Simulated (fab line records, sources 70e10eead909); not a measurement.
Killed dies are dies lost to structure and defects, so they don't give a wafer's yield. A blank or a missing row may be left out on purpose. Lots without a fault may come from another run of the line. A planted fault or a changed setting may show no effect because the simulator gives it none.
fab line records | flow nand_harc
record lots=24 wafers=72 last_day=24
route steps=1159 shown A_CHANNEL_FILL_D1@496 A_STAIRCASE@566
lots that met no fault: from a run of the same line without faults
start_h: hours from the record's first day to the start of the lot's first wafer shown | wait_h: hours since the lot's step before | " the same as in the row above | L1.1+2: a row that stands for several wafers | - no value, or no start given | * or withheld: withheld | < > ~ a bound
route shown NAME@n: a module of which the file shows steps, and the number in the route of the first | usual: mean/standard deviation of fault-free wafers | same: alike in all rows | chamber/n: place in a boat | sites: the reading at each site | _std_site: their standard deviation | _edge_site: outer sites' mean less inner sites' | radius_mm: how far each site lies from the wafer's centre | mask NAME#n: copy n | behind: the tool/chamber that last shaped the wafer | hold: why the lot was held/for how many hours/how that ended | device: the transistor (n, p or np) that didn't switch | end of line: the same wafers' tests at the end of the route | a step without rows: its recipe alone | killed: dies lost to structure and defects at the first sort, not the wafer's yield | map: a wafer's dies, x killed, . not, _ none there
set.NAME: the setting as run; set.NAME@STEP: as run at that earlier step | model.NAME: the simulator's own value behind a step, which no gauge read
steps of the route over a sample of lots; a table a step, a row a wafer
services: from which hour (start_h, from the record's first day; less than 0 if before it) a tool's chamber was out of use, for how many hours, and why
## steps
# step NHARC_A_CHANNEL_FILL_D1_ALD_16
# recipe target_thk_a=15 pulse_time_s=10 ald_cycles=15 temp_c=300 material=SiO2
# usual heater_power_w=475/39 precursor_pulse_height_rel=0.998/0.018
# same ald_cycles=15 pulse_time_s=10
# columns lot.wafer tool chamber start_h wait_h heater_power_w precursor_pulse_height_rel
L074.3 ald_hk-02 2 214.16 0.1 530 0.999
L074.4 " 3 " " 429 1.009
L074.2 " 0 " " 495 0.966
L075.3 ald_hk-01 2 214.18 0.1 491 0.978
L075.4 " 3 " " 432 0.990
L075.6 " 1 " " 513 1.010
L076.1 ald_hk-02 2 214.33 0.2 524 0.997
L076.6 " 1 " " 489 1.008
L076.5 " 2 " " 532 1.031
L078.4 ald_hk-01 2 221.10 0.0 500 1.033
L078.2 " 0 " " 393 1.027
L078.1 " 1 " " 504 1.014
L077.1 ald_hk-02 0 221.12 0.1 492 1.005
L077.6 " 0 " " 478 0.996
L077.5 " 1 " " 491 0.982
L079.2 ald_hk-03 0 221.13 0.1 499 1.008
L079.1 " 1 " " 509 1.007
L079.6 " 0 " " 483 1.020
L080.3 ald_hk-03 3 227.58 0.0 459 1.000
L080.1 " 0 " " 474 1.001
L080.6 " 3 " " 456 0.986
L081.1 ald_hk-02 2 227.64 0.1 525 1.001
L081.2 " 3 " " 433 0.985
L081.6 " 0 " " 485 1.000
L082.3 ald_hk-01 2 260.45 0.1 499 0.988
L082.2 " 3 " " 448 0.985
L082.6 " 1 " " 469 1.016
L084.1 ald_hk-03 1 260.47 0.1 518 0.979
L084.2 " 2 " " 447 0.987
L084.5 " 0 " " 487 0.998
L083.3 ald_hk-01 2 263.57 0.2 511 0.999
L083.1 " 3 " " 442 0.987
L083.6 " 2 " " 500 0.984
L086.1 ald_hk-03 0 268.32 0.0 492 0.994
L086.5 " 0 " " 487 1.016
L086.6 " 1 " " 519 0.990
L088.3 ald_hk-02 2 268.38 0.1 542 1.015
L088.2 " 3 " " 441 1.000
L088.6 " 0 " " 496 1.019
L085.1 ald_hk-01 3 272.53 0.1 439 0.997
L085.4 " 1 " " 473 1.021
L085.6 " 0 " " 407 1.002
L089.1 ald_hk-01 0 287.88 2.2 399 0.974
L089.6 " 0 " " 396 0.979
L089.5 " 1 " " 479 0.988
L087.1 ald_hk-01 2 288.05 2.3 515 0.986
L087.3 " 0 " " 398 1.014
L087.4 " 1 " " 479 0.993
L090.4 ald_hk-02 2 297.25 0.1 556 0.983
L090.6 " 1 " " 471 1.007
L090.5 " 2 " " 527 1.004
L091.1 ald_hk-01 3 305.56 0.1 443 0.962
L091.4 " 0 " " 404 1.010
L091.3 " 1 " " 469 0.985
L092.4 ald_hk-02 1 305.57 0.1 474 0.998
L092.5 " 1 " " 486 1.005
L092.6 " 2 " " 528 0.986
L093.3 ald_hk-01 0 312.15 0.0 406 1.012
L093.4 " 2 " " 506 0.977
L093.1 " 3 " " 454 1.013
L094.4 ald_hk-01 2 312.31 0.2 521 0.973
L094.6 " 2 " " 519 0.985
L094.5 " 3 " " 437 1.008
L095.1 ald_hk-02 0 326.70 0.1 482 1.004
L095.2 " 1 " " 481 0.988
L095.4 " 2 " " 531 1.016
L096.3 ald_hk-02 2 330.95 0.1 544 0.986
L096.4 " 3 " " 425 0.976
L096.6 " 0 " " 477 1.017
L097.4 ald_hk-03 0 337.61 2.7 473 1.004
L097.2 " 1 " " 531 0.980
L097.1 " 2 " " 456 1.006
# step NHARC_A_CHANNEL_FILL_D1_ETCHBACK_19
# recipe target_depth_a=50 time_s=1.7 hbr_flow_sccm=150 cl2_flow_sccm=50 rf_w=400 icp_w=400 bias_w=100 chemistry=HBr/Cl2
# usual drypump_motor_current_A=5.8/0.56 oes_product_au=0.999/0.0093 throttle_valve_pct=26.407/0.0091
# columns lot.wafer tool chamber start_h wait_h drypump_motor_current_A oes_product_au rf_hours_counter_h throttle_valve_pct
L076.1 rie_si-06 3 225.92 0.4 6.1 1.011 0.3 26.406
L076.5 " 3 " " 6.1 0.998 - 26.404
L076.6 " 0 " " 6.3 0.996 - 26.397
L074.2 rie_si-03 1 225.92 0.4 4.8 0.995 0.6 26.423
L074.4 " 3 " " 6.5 0.990 0.5 26.402
L074.3 " 0 " " 5.9 1.000 0.6 26.401
L075.3 rie_si-04 2 225.94 0.4 6.5 1.011 1.1 26.396
L075.4 " 1 " " 5.7 0.996 - 26.415
L075.6 " 3 " " 5.7 0.996 - 26.418
L079.2 rie_si-03 0 232.89 0.4 6.0 1.000 0.7 26.424
L079.1 " 3 " " 6.4 1.006 0.6 26.428
L079.6 " 1 " " 4.8 1.001 - 26.405
L078.1 rie_si-06 3 232.91 0.4 6.0 0.989 0.4 26.410
L078.2 " 0 " " 6.3 0.992 0.4 26.401
L078.4 " 1 " " 5.3 0.981 0.3 26.414
L077.1 rie_si-04 0 232.93 0.4 5.0 1.010 0.9 26.403
L077.6 " 2 " " 6.5 0.990 - 26.412
L077.5 " 3 " " 5.8 0.991 - 26.408
L081.1 rie_si-03 1 239.34 0.4 4.8 0.995 0.7 26.409
L081.2 " 0 " " 6.0 1.016 0.8 26.406
L081.6 " 2 " " 6.6 1.008 - 26.392
L080.3 rie_si-04 2 239.36 0.4 6.5 1.008 1.2 26.389
L080.1 " 0 " " 5.0 0.994 0.9 26.383
L080.6 " 1 " " 5.6 0.998 - 26.400
L084.1 rie_si-04 3 272.11 0.4 5.7 1.004 1.4 26.386
L084.2 " 1 " " 5.6 1.001 1.1 26.401
L084.5 " 1 " " 5.6 0.998 - 26.414
L082.3 rie_si-03 1 272.12 0.4 4.8 1.007 1.0 26.404
L082.2 " 2 " " 6.6 1.009 0.9 26.425
L082.6 " 0 " " 6.0 0.998 - 26.412
L083.1 rie_si-06 0 275.45 0.4 6.2 0.994 0.8 26.410
L083.3 " 2 " " 5.3 1.002 0.7 26.409
L083.6 " 3 " " 6.0 0.991 - 26.414
L088.2 rie_si-06 1 280.06 0.4 5.3 0.989 0.9 26.406
L088.3 " 3 " " 6.0 0.972 0.9 26.407
L088.6 " 1 " " 5.3 0.983 - 26.392
L086.1 rie_si-03 2 280.08 0.4 6.6 0.995 0.9 26.414
L086.5 " 0 " " 6.0 0.999 - 26.401
L086.6 " 1 " " 4.8 0.996 - 26.414
L085.1 rie_si-06 0 284.16 0.4 6.2 0.994 1.0 26.413
L085.4 " 1 " " 5.3 0.981 0.9 26.406
L085.6 " 3 " " 6.0 0.984 - 26.427
L087.4 rie_si-06 1 299.75 0.4 5.3 0.996 1.0 26.413
L087.3 " 2 " " 5.3 1.009 1.0 26.413
L087.1 " 3 " " 6.0 0.984 1.1 26.406
L089.1 rie_si-04 3 299.76 0.4 5.7 0.992 0.2 26.402
L089.6 " 1 " " 5.6 1.011 - 26.390
L089.5 " 0 " " 5.0 0.996 - 26.406
L090.4 rie_si-06 3 309.31 0.4 6.0 0.973 1.2 26.409
L090.5 " 1 " " 5.3 0.998 - 26.410
L090.6 " 2 " " 5.3 1.001 - 26.411
L092.4 rie_si-03 0 317.36 0.4 6.0 1.001 1.6 26.416
L092.5 " 0 " " 6.0 1.002 - 26.408
L092.6 " 1 " " 4.8 0.988 - 26.405
L091.3 rie_si-06 0 317.38 0.4 6.3 0.998 1.3 26.390
L091.1 " 1 " " 5.3 0.989 1.2 26.413
L091.4 " 2 " " 5.2 0.998 1.2 26.407
L093.1 rie_si-06 0 324.79 0.4 6.3 1.003 1.4 26.409
L093.3 " 3 " " 6.0 0.984 1.3 26.417
L093.4 " 1 " " 5.3 1.004 - 26.402
L094.4 rie_si-04 3 324.84 0.4 5.7 0.991 - 26.405
L094.5 " 1 " " 5.6 1.015 - 26.408
L094.6 " 2 " " 6.5 1.017 - 26.400
L095.2 rie_si-04 2 339.32 0.4 6.5 0.994 0.3 26.412
L095.1 " 1 " " 5.6 1.018 0.7 26.402
L095.4 " 3 " " 5.7 0.998 - 26.418
L096.3 rie_si-03 1 343.01 0.4 4.8 1.000 0 26.413
L096.4 " 1 " " 4.8 1.005 - 26.416
L096.6 " 3 " " 6.4 0.999 - 26.399
L097.1 rie_si-04 0 349.50 0.4 4.9 0.998 0.5 26.412
L097.2 " 1 " " 5.6 1.012 0.7 26.401
L097.4 " 2 " " 6.5 1.008 0.4 26.399
# step NHARC_A_CHANNEL_FILL_D1_RTA_24
# recipe temp_c=1000 time_s=5
# usual anneal_temp_c_max=1004.1/0.98 lamp_power_pct=30.7/2.4 lamp_zone_1_pct=30.7/2.4 lamp_zone_2_pct=30.7/2.4 wafer_temp_C_max=1004.3/0.97
# columns lot.wafer tool chamber start_h wait_h anneal_temp_c_max lamp_power_pct lamp_zone_1_pct lamp_zone_2_pct wafer_temp_C_max
L076.1 rtp_anneal-01 0 249.76 0.0 1005.4 32.7 32.7 32.6 1005.0
L076.5 " 0 " " 1006.2 32.6 32.6 32.6 1004.7
L076.6 " 0 " " 1004.8 32.6 32.6 32.6 1004.3
L074.2 rtp_anneal-02 0 249.81 0.1 1002.5 27.7 27.6 27.7 1007.1
L074.3 " 0 " " 1004.4 27.7 27.7 27.7 1003.3
L074.4 " 0 " " 1003.3 27.6 27.6 27.7 1003.9
L075.3 rtp_anneal-01 0 252.33 0.1 1003.3 32.6 32.6 32.6 1003.9
L075.4 " 0 " " 1004.8 32.6 32.6 32.5 1004.1
L075.6 " 0 " " 1003.9 32.6 32.6 32.5 1004.4
L079.1 rtp_anneal-02 0 256.31 0.0 1003.6 27.7 27.7 27.7 1003.2
L079.2 " 0 " " 1004.0 27.7 27.7 27.7 1004.9
L079.6 " 0 " " 1004.6 27.7 27.7 27.7 1004.8
L078.1 rtp_anneal-02 0 256.48 0.1 1003.0 27.7 27.7 27.7 1006.1
L078.2 " 0 " " 1003.8 27.7 27.7 27.7 1004.2
L078.4 " 0 " " 1003.5 27.7 27.7 27.7 1003.2
L077.1 rtp_anneal-01 0 256.62 0.2 1004.1 32.6 32.6 32.6 1003.4
L077.5 " 0 " " 1004.8 32.5 32.5 32.6 1003.9
L077.6 " 0 " " 1003.1 32.6 32.6 32.6 1004.8
L080.1 rtp_anneal-02 0 263.19 0.0 1003.0 27.7 27.7 27.7 1005.2
L080.3 " 0 " " 1003.7 27.7 27.7 27.7 1002.9
L080.6 " 0 " " 1003.7 27.7 27.7 27.7 1007.2
L081.1 rtp_anneal-01 0 263.25 0.0 1004.2 32.6 32.5 32.6 1003.2
L081.2 " 0 " " 1006.8 32.5 32.5 32.5 1004.1
L081.6 " 0 " " 1006.3 32.5 32.6 32.6 1003.2
L082.2 rtp_anneal-02 0 296.08 0.1 1003.9 27.7 27.7 27.7 1004.5
L082.3 " 0 " " 1003.2 27.7 27.7 27.7 1004.4
L082.6 " 0 " " 1003.5 27.7 27.7 27.8 1006.9
L084.1 rtp_anneal-01 0 296.09 0.1 1004.6 32.6 32.6 32.5 1003.9
L084.2 " 0 " " 1005.1 32.5 32.6 32.6 1003.2
L084.5 " 0 " " 1006.4 32.6 32.6 32.6 1003.8
L083.1 rtp_anneal-01 0 299.96 0.0 1004.1 32.5 32.6 32.5 1003.6
L083.3 " 0 " " 1004.2 32.5 32.5 32.5 1004.8
L083.6 " 0 " " 1004.6 32.5 32.6 32.6 1004.2
L086.1 rtp_anneal-01 0 304.13 0.2 1005.0 32.6 32.5 32.6 1004.0
L086.5 " 0 " " 1004.4 32.6 32.6 32.6 1003.7
L086.6 " 0 " " 1003.4 32.6 32.6 32.5 1004.1
L088.2 rtp_anneal-01 0 304.33 0.4 1006.3 32.6 32.6 32.6 1003.8
L088.3 " 0 " " 1004.4 32.7 32.6 32.6 1003.4
L088.6 " 0 " " 1004.7 32.6 32.7 32.6 1004.1
L085.1 rtp_anneal-01 0 307.57 0.0 1004.8 32.6 32.7 32.6 1002.3
L085.4 " 0 " " 1004.8 32.6 32.6 32.6 1002.8
L085.6 " 0 " " 1003.5 32.6 32.6 32.6 1003.4
L087.1 rtp_anneal-01 0 323.51 0.0 1004.5 32.6 32.5 32.6 1003.8
L087.3 " 0 " " 1005.4 32.5 32.5 32.5 1003.9
L087.4 " 0 " " 1004.4 32.5 32.5 32.5 1003.9
L089.1 rtp_anneal-02 0 323.52 0.0 1002.8 27.7 27.7 27.7 1004.8
L089.5 " 0 " " 1002.9 27.7 27.7 27.7 1005.0
L089.6 " 0 " " 1003.4 27.6 27.7 27.7 1004.6
L090.4 rtp_anneal-01 0 333.97 0.1 1003.7 32.6 32.6 32.6 1003.4
L090.5 " 0 " " 1004.4 32.6 32.7 32.6 1005.0
L090.6 " 0 " " 1005.1 32.6 32.6 32.6 1004.6
L091.1 rtp_anneal-02 0 346.21 0.0 1002.9 27.6 27.7 27.7 1004.7
L091.3 " 0 " " 1002.5 27.7 27.6 27.6 1005.3
L091.4 " 0 " " 1002.6 27.6 27.6 27.7 1005.7
L092.4 rtp_anneal-01 0 346.54 0.4 1004.2 32.6 32.6 32.6 1005.0
L092.5 " 0 " " 1004.5 32.6 32.6 32.6 1004.7
L092.6 " 0 " " 1005.5 32.6 32.6 32.6 1006.1
L093.1 rtp_anneal-02 0 349.72 0.2 1003.6 27.7 27.7 27.7 1004.3
L093.3 " 0 " " 1002.1 27.7 27.7 27.7 1004.3
L093.4 " 0 " " 1004.6 27.7 27.7 27.7 1002.5
L094.4 rtp_anneal-01 0 349.80 0.2 1003.9 32.6 32.6 32.6 1004.0
L094.5 " 0 " " 1004.2 32.5 32.5 32.5 1005.0
L094.6 " 0 " " 1003.5 32.7 32.6 32.6 1003.8
L095.1 rtp_anneal-01 0 364.16 0.0 1004.5 32.6 32.6 32.6 1003.3
L095.2 " 0 " " 1003.6 32.6 32.5 32.6 1002.6
L095.4 " 0 " " 1003.6 32.6 32.6 32.5 1003.4
L096.3 rtp_anneal-01 0 368.11 0.2 1003.4 32.6 32.6 32.6 1004.7
L096.4 " 0 " " 1002.9 32.6 32.6 32.6 1005.0
L096.6 " 0 " " 1003.8 32.5 32.5 32.6 1006.0
L097.1 rtp_anneal-02 0 373.48 0.0 1003.6 27.6 27.7 27.7 1004.6
L097.2 " 0 " " 1002.7 27.7 27.7 27.6 1003.4
L097.4 " 0 " " 1005.1 27.7 27.6 27.7 1003.4
# step NHARC_A_STAIRCASE_STRIP_175
# recipe power_w=1500 temp_c=250 chemistry=O2
# usual drypump_motor_current_A=5.7/0.44 heater_power_w=328/23
# columns lot.wafer tool chamber start_h wait_h drypump_motor_current_A heater_power_w rf_hours_counter_h
L076.1 plasma_asher-02 1 254.85 0.1 6.3 371 20
L076.5 " 1 " " 6.3 371 -
L076.6 " 0 " " 5.4 316 -
L074.2 plasma_asher-01 1 255.10 0.1 5.2 338 49
L074.3 " 1 " " 5.2 332 -
L074.4 " 0 " " 5.9 317 -
L075.4 plasma_asher-01 0 257.71 0.2 5.9 322 -
L075.3 " 1 " " 5.2 331 -
L075.6 " 0 " " 5.9 320 -
L079.1 plasma_asher-02 0 262.28 0.1 5.4 317 24
L079.2 " 1 " " 6.3 373 24
L079.6 " 0 " " 5.4 321 -
L077.1 plasma_asher-01 0 262.56 0.1 5.9 322 53
L077.5 " 0 " " 5.9 320 -
L077.6 " 1 " " 5.2 322 -
L078.1 plasma_asher-01 1 263.02 0.1 5.2 326 53
L078.2 " 0 " " 5.9 308 53
L078.4 " 1 " " 5.2 327 -
L081.1 plasma_asher-01 0 269.69 0.1 5.9 315 56
L081.2 " 1 " " 5.2 332 56
L081.6 " 0 " " 5.9 324 -
L080.1 plasma_asher-02 1 269.91 0.1 6.3 361 28
L080.3 " 0 " " 5.4 315 -
L080.6 " 1 " " 6.3 367 -
L082.2 plasma_asher-01 1 301.61 0.1 5.2 315 5
L082.3 " 1 " " 5.2 320 -
L082.6 " 0 " " 5.9 312 -
L084.1 plasma_asher-02 1 301.62 0.1 6.3 372 40
L084.2 " 0 " " 5.4 309 40
L084.5 " 0 " " 5.4 313 -
L083.1 plasma_asher-02 0 306.08 0.3 5.4 310 41
L083.3 " 0 " " 5.4 312 -
L083.6 " 0 " " 5.4 313 -
L086.1 plasma_asher-01 1 310.61 0.1 5.2 322 7
L086.6 " 1 " " 5.2 317 -
L086.5 " 0 " " 5.9 314 -
L088.2 plasma_asher-02 0 311.33 0.1 5.4 313 42
L088.3 " 1 " " 6.3 378 -
L088.6 " 0 " " 5.4 312 -
L085.1 plasma_asher-01 0 313.56 0.1 5.9 304 9
L085.4 " 1 " " 5.2 324 -
L085.6 " 0 " " 5.9 316 -
L087.1 plasma_asher-02 0 329.48 0.1 5.4 316 50
L087.4 " 1 " " 6.3 373 -
L087.3 " 0 " " 5.4 317 -
L089.1 plasma_asher-01 1 329.55 0.1 5.2 327 15
L089.5 " 0 " " 5.9 308 -
L089.6 " 1 " " 5.2 329 -
L090.4 plasma_asher-01 0 341.42 0.2 5.9 305 -
L090.5 " 1 " " 5.2 318 -
L090.6 " 0 " " 5.9 306 -
L091.1 plasma_asher-02 0 351.62 0.1 5.4 316 56
L091.3 " 0 " " 5.4 316 -
L091.4 " 1 " " 6.3 368 -
L092.4 plasma_asher-01 1 352.04 0.2 5.2 327 -
L092.6 " 0 " " 5.9 310 -
L092.5 " 1 " " 5.2 315 -
L094.4 plasma_asher-02 0 355.31 0.2 5.4 309 -
L094.6 " 0 " " 5.4 308 -
L094.5 " 1 " " 6.3 364 -
L093.1 plasma_asher-01 0 355.41 0.1 6.0 304 22
L093.3 " 0 " " 5.9 305 -
L093.4 " 1 " " 5.2 329 -
L095.2 plasma_asher-01 1 370.32 0.1 5.2 330 32
L095.1 " 0 " " 5.9 304 32
L095.4 " 1 " " 5.2 325 -
L096.3 plasma_asher-01 0 377.17 0.2 5.9 304 -
L096.4 " 1 " " 5.2 321 -
L096.6 " 1 " " 5.2 321 -
L097.2 plasma_asher-02 1 379.60 0.1 6.3 348 4
L097.1 " 0 " " 5.4 316 4
L097.4 " 0 " " 5.4 318 -
# step NHARC_A_STAIRCASE_STRIP_205
# recipe power_w=1500 temp_c=250 chemistry=O2
# usual drypump_motor_current_A=5.7/0.45 heater_power_w=331/26
# columns lot.wafer tool chamber start_h wait_h drypump_motor_current_A heater_power_w rf_hours_counter_h
L076.1 plasma_asher-01 1 258.89 0.4 5.2 328 51
L076.6 " 0 " " 5.9 316 -
L076.5 " 1 " " 5.2 340 -
L074.2 plasma_asher-01 1 259.97 0.1 5.2 327 51
L074.4 " 1 " " 5.2 321 -
L074.3 " 0 " " 5.9 318 -
L075.4 plasma_asher-02 1 261.48 0.2 6.3 369 -
L075.3 " 0 " " 5.4 319 -
L075.6 " 1 " " 6.3 373 -
L079.1 plasma_asher-02 0 267.70 0.1 5.4 314 26
L079.2 " 1 " " 6.3 374 26
L079.6 " 0 " " 5.4 320 -
L077.1 plasma_asher-02 1 268.44 0.1 6.3 369 27
L077.5 " 0 " " 5.4 309 -
L077.6 " 1 " " 6.4 370 -
L078.1 plasma_asher-02 1 268.95 0.3 6.4 381 27
L078.2 " 0 " " 5.4 315 27
L078.4 " 1 " " 6.4 377 -
L081.2 plasma_asher-01 1 274.81 0.1 5.2 328 57
L081.1 " 0 " " 5.9 326 57
L081.6 " 0 " " 5.9 320 -
L080.1 plasma_asher-02 0 274.98 0.1 5.4 311 28
L080.3 " 0 " " 5.4 313 -
L080.6 " 1 " " 6.3 370 -
L082.2 plasma_asher-01 0 305.46 0.1 6.0 300 5
L082.3 " 1 " " 5.2 327 -
L082.6 " 0 " " 5.9 314 -
L084.2 plasma_asher-01 0 305.78 0.1 5.9 305 6
L084.1 " 1 " " 5.2 329 6
L084.5 " 0 " " 5.9 310 -
L083.1 plasma_asher-01 1 311.64 0.2 5.2 324 8
L083.3 " 1 " " 5.2 318 -
L083.6 " 1 " " 5.2 326 -
L086.1 plasma_asher-02 1 314.28 0.1 6.3 364 44
L086.5 " 1 " " 6.3 375 -
L086.6 " 0 " " 5.4 315 -
L088.2 plasma_asher-02 1 315.16 0.1 6.3 375 44
L088.3 " 0 " " 5.4 303 -
L088.6 " 1 " " 6.3 361 -
L085.1 plasma_asher-02 1 321.48 0.2 6.3 372 46
L085.4 " 1 " " 6.3 378 -
L085.6 " 1 " " 6.3 370 -
L089.1 plasma_asher-02 0 335.02 0.1 5.4 319 52
L089.6 " 1 " " 6.3 372 -
L089.5 " 0 " " 5.4 317 -
L087.1 plasma_asher-01 0 335.41 0.1 5.9 298 17
L087.3 " 1 " " 5.2 335 -
L087.4 " 0 " " 5.9 305 -
L090.4 plasma_asher-02 0 344.99 0.2 5.4 300 -
L090.6 " 1 " " 6.3 374 -
L090.5 " 0 " " 5.4 323 -
L091.1 plasma_asher-01 1 356.03 0.1 5.2 321 23
L091.3 " 0 " " 5.9 303 -
L091.4 " 1 " " 5.2 329 -
L092.4 plasma_asher-02 1 356.18 0.2 6.3 378 -
L092.6 " 0 " " 5.4 317 -
L092.5 " 1 " " 6.3 369 -
L094.4 plasma_asher-01 0 359.55 0.2 5.9 305 -
L094.5 " 1 " " 5.2 326 -
L094.6 " 0 " " 5.9 309 -
L093.1 plasma_asher-02 1 359.55 0.1 6.3 370 58
L093.3 " 1 " " 6.3 365 -
L093.4 " 0 " " 5.4 316 -
L095.2 plasma_asher-01 0 375.49 0.2 5.9 307 34
L095.1 " 1 " " 5.2 324 34
L095.4 " 0 " " 5.9 311 -
L096.4 plasma_asher-02 0 381.31 0.2 5.4 315 -
L096.3 " 1 " " 6.4 354 -
L096.6 " 0 " " 5.4 311 -
L097.2 plasma_asher-01 0 383.17 0.1 6.0 305 36
L097.1 " 1 " " 5.2 321 36
L097.4 " 0 " " 5.9 305 -
# step NHARC_A_STAIRCASE_TRIM_224
# recipe time_s=211.2 o2_flow_sccm=500 ar_flow_sccm=0 bias_w=0 chemistry=O2
# usual drypump_motor_current_A=5.7/0.4 oes_product_au=1.002/0.0097 rf_vpp_V=57.3/0.9 showerhead_plenum_p_Torr=3.44/0.12 throttle_valve_pct=17.036/0.0088
# columns lot.wafer tool chamber start_h wait_h drypump_motor_current_A oes_product_au rf_hours_counter_h rf_vpp_V showerhead_plenum_p_Torr throttle_valve_pct
L076.1 rie_diel-08 3 - - 5.5 1.011 48 57.1 3.33 17.051
L076.6 " 0 " " 5.7 1.008 - 56.5 3.34 17.030
L076.5 " 1 " " 5.5 0.996 - 57.8 3.49 17.026
L074.2 rie_diel-08 1 - - 5.5 1.006 41 57.3 3.49 17.053
L074.3 " 2 " " 6.0 0.988 35 57.9 3.39 17.030
L074.4 " 3 " " 5.5 1.002 49 55.5 3.33 17.027
L075.4 rie_diel-01 1 - - 5.1 1.004 48 56.8 3.36 17.020
L075.3 " 3 " " 5.3 0.974 42 56.6 3.48 17.030
L075.6 " 2 " " 6.0 0.991 - 58.0 3.63 17.034
L079.2 rie_diel-08 3 - - 5.6 1.019 53 56.3 3.33 17.030
L079.1 " 0 " " 5.7 1.016 53 58.4 3.33 17.033
L079.6 " 1 " " 5.5 1.015 - 57.0 3.49 17.024
L078.4 rie_diel-08 1 - - 5.5 0.998 47 58.0 3.49 17.028
L078.2 " 2 " " 6.0 0.987 36 56.7 3.39 17.036
L078.1 " 3 " " 5.6 1.002 55 56.1 3.33 17.037
L077.1 rie_diel-01 0 - - 6.8 1.002 52 56.8 3.31 17.044
L077.6 " 3 " " 5.3 0.979 - 57.9 3.48 17.021
L077.5 " 0 " " 6.7 1.005 - 55.7 3.31 17.051
L081.1 rie_diel-07 2 - - 5.9 1.004 11 59.8 3.56 17.028
L081.2 " 0 " " 5.9 0.996 10 59.1 3.76 17.029
L081.6 " 3 " " 5.3 0.995 - 58.3 3.50 17.039
L080.3 rie_diel-08 1 - - 5.5 1.002 50 57.0 3.49 17.029
L080.1 " 2 " " 6.0 0.994 39 57.3 3.39 17.031
L080.6 " 3 " " 5.6 1.001 - 57.6 3.33 17.049
L082.3 rie_diel-07 1 - - 5.6 1.017 20 58.3 3.50 17.025
L082.2 " 0 " " 5.8 1.013 20 57.3 3.76 17.044
L082.6 " 2 " " 6.0 1.015 - 58.0 3.55 17.032
L084.2 rie_diel-07 3 - - 5.3 1.005 21 56.0 3.49 17.031
L084.1 " 0 " " 5.9 1.011 20 58.2 3.76 17.055
L084.5 " 2 " " 5.9 1.012 - 57.2 3.55 17.024
L083.1 rie_diel-08 1 - - 5.5 0.982 1 57.4 3.48 17.039
L083.3 " 2 " " 6.0 1.011 1 58.8 3.38 17.032
L083.6 " 0 " " 5.8 1.000 - 56.9 3.33 17.043
L086.1 rie_diel-07 2 - - 6.0 0.998 25 56.9 3.55 17.034
L086.5 " 2 " " 5.9 1.012 - 57.5 3.55 17.036
L086.6 " 3 " " 5.3 0.999 - 58.1 3.49 17.033
L088.2 rie_diel-07 3 - - 5.3 1.001 28 56.2 3.49 17.036
L088.3 " 0 " " 5.8 0.997 26 58.2 3.75 17.046
L088.6 " 0 " " 5.8 1.008 - 57.8 3.75 17.035
L085.4 rie_diel-08 3 - - 5.6 1.003 8 55.9 3.32 17.036
L085.1 " 0 " " 5.7 0.999 8 55.3 3.32 17.043
L085.6 " 3 " " 5.6 1.011 - 56.5 3.32 17.040
L089.1 rie_diel-08 0 - - 5.8 0.997 14 56.9 3.32 17.041
L089.5 " 1 " " 5.5 0.986 - 56.0 3.48 17.032
L089.6 " 2 " " 6.0 0.999 - 56.9 3.38 17.043
L087.3 rie_diel-01 1 - - 5.1 1.007 5 56.9 3.34 17.040
L087.1 " 3 " " 5.4 0.994 7 56.8 3.47 17.036
L087.4 " 0 " " 6.7 1.008 7 56.2 3.30 17.049
L090.4 rie_diel-07 0 - - 5.8 1.019 33 58.1 3.75 17.032
L090.6 " 3 " " 5.3 0.988 - 58.4 3.48 17.043
L090.5 " 0 " " 5.9 0.999 - 58.2 3.75 17.042
L092.4 rie_diel-07 2 - - 5.9 1.007 43 58.7 3.54 17.032
L092.5 " 2 " " 6.0 1.010 - 57.9 3.54 17.035
L092.6 " 3 " " 5.2 1.003 - 57.6 3.48 17.032
L091.1 rie_diel-01 0 - - 6.7 1.009 14 56.6 3.29 17.043
L091.4 " 2 " " 6.0 0.994 12 58.5 3.61 17.043
L091.3 " 3 " " 5.4 0.999 15 55.4 3.46 17.045
L094.4 rie_diel-01 2 - - 6.0 0.996 13 58.0 3.61 17.023
L094.6 " 3 " " 5.4 0.994 - 57.3 3.46 17.036
L094.5 " 0 " " 6.7 1.013 - 57.4 3.29 17.026
L093.1 rie_diel-08 2 - - 6.0 0.994 20 59.0 3.37 17.030
L093.3 " 3 " " 5.6 0.995 23 57.7 3.31 17.049
L093.4 " 2 " " 6.0 0.983 - 57.6 3.37 17.037
L095.2 rie_diel-08 1 - - 5.5 0.994 20 55.3 3.47 17.035
L095.1 " 2 " " 6.0 1.000 27 57.3 3.37 17.037
L095.4 " 3 " " 5.6 0.988 31 56.2 3.31 17.047
L096.4 rie_diel-01 1 - - 5.1 0.990 19 57.4 3.33 17.032
L096.3 " 2 " " 6.0 1.002 20 58.9 3.60 17.025
L096.6 " 0 " " 6.7 1.003 - 56.9 3.29 17.056
L097.2 rie_diel-01 0 - - 6.7 1.018 23 57.4 3.29 17.034
L097.1 " 1 " " 5.1 0.983 20 56.3 3.33 17.044
L097.4 " 2 " " 6.0 1.006 21 59.2 3.60 17.038
## services
# columns tool chamber start_h hours kind
rie_si-03 - 198.87 0.1 repair
rie_si-04 0 220.33 8.8 repair
ald_hk-02 - 224.10 0.2 repair
rie_si-04 - 227.60 1.0 repair
ald_hk-01 - 228.15 10.0 pm
rie_diel-07 - 228.51 9.0 pm
rie_diel-08 - 236.07 1.2 repair
rie_diel-08 3 254.08 6.2 repair
rie_si-04 2 270.86 37.4 repair
rie_si-06 1 273.24 4.0 repair
plasma_asher-01 - 276.00 9.0 pm
rie_si-04 - 276.00 9.0 pm
ald_hk-02 - 282.08 10.0 pm
rtp_anneal-02 - 300.00 12.0 pm
rie_diel-08 - 302.88 9.0 pm
rie_diel-01 - 314.93 9.0 pm
rie_si-04 0 321.16 20.6 repair
rie_diel-08 - 321.30 0.4 repair
rie_si-06 2 322.45 11.4 repair
rie_si-03 - 332.00 9.0 pm
rie_si-03 0 342.85 7.3 repair
rie_diel-08 1 348.57 18.6 repair
plasma_asher-02 - 360.00 9.0 pm
rie_si-06 - 360.00 9.0 pm
## key
fault none
